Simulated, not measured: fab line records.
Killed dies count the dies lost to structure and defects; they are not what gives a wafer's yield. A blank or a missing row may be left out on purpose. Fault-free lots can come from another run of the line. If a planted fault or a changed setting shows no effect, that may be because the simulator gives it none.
Chamber matching + flow n5_finfet + N5_GATE_CUT_SAC_CAP_01 on ald_sin-04 has 4 sister chambers
The step material SiNx, target thk 24 nm, pulse time 1 s, ald cycles 480. 8 wafers are shown with their chamber, then 6 later ones without.

## WAFERS PAIRED WITH THEIR CHAMBERS
| wafer  | chamber | heater_power_w (W) | precursor_pulse_height_rel |
|--------|---------|--------------------|----------------------------|
| L310.1 | 3       | 762                | 1.001                      |
| L310.3 | 1       | 797                | 1.011                      |
| L310.4 | 2       | 963                | 0.988                      |
| L315.2 | 0       | 910                | 0.974                      |
| L315.3 | 1       | 797                | 1.017                      |
| L315.6 | 3       | 777                | 1.021                      |
| L317.1 | 0       | 918                | 1.029                      |
| L317.2 | 2       | 965                | 1.016                      |

## WAFERS WITHOUT THEIR CHAMBER
| wafer  | heater_power_w (W) | precursor_pulse_height_rel |
|--------|--------------------|----------------------------|
| L317.3 | 773                | 1.002                      |
| L323.1 | 785                | 0.964                      |
| L323.4 | 797                | 0.987                      |
| L323.6 | 964                | 0.992                      |
| L324.1 | 788                | 1.012                      |
| L324.4 | 752                | 0.974                      |

## WHICH CHAMBER EACH ONE RAN IN
| wafer  | from the rows above     | in truth                   |
|--------|-------------------------|----------------------------|
| L317.3 | 3                       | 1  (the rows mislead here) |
| L323.1 | can't be placed: 1 or 3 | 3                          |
| L323.4 | 1                       | 1                          |
| L323.6 | 2                       | 2                          |
| L324.1 | can't be placed: 1 or 3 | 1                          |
| L324.4 | 3                       | 3                          |
Correctly placed: 3 of 6. Unplaceable from these rows: 2, with the true chamber sitting among the candidates in 2. Placed wrongly: 1.
How it was worked out, from the rows above alone: a wafer's distance from a chamber is the root of the sum, over the readings, of the square of ((its reading less the chamber's mean) divided by the reading's scatter). If the next closest chamber is less than 2 further off than the closest, the wafer can't be placed; otherwise it belongs to the closest. The mean given for a chamber averages the wafers shown for that chamber. The scatter: the root of (the sum of the squares of (reading less its chamber's mean) over the shown wafers, divided by (wafers less chambers)).
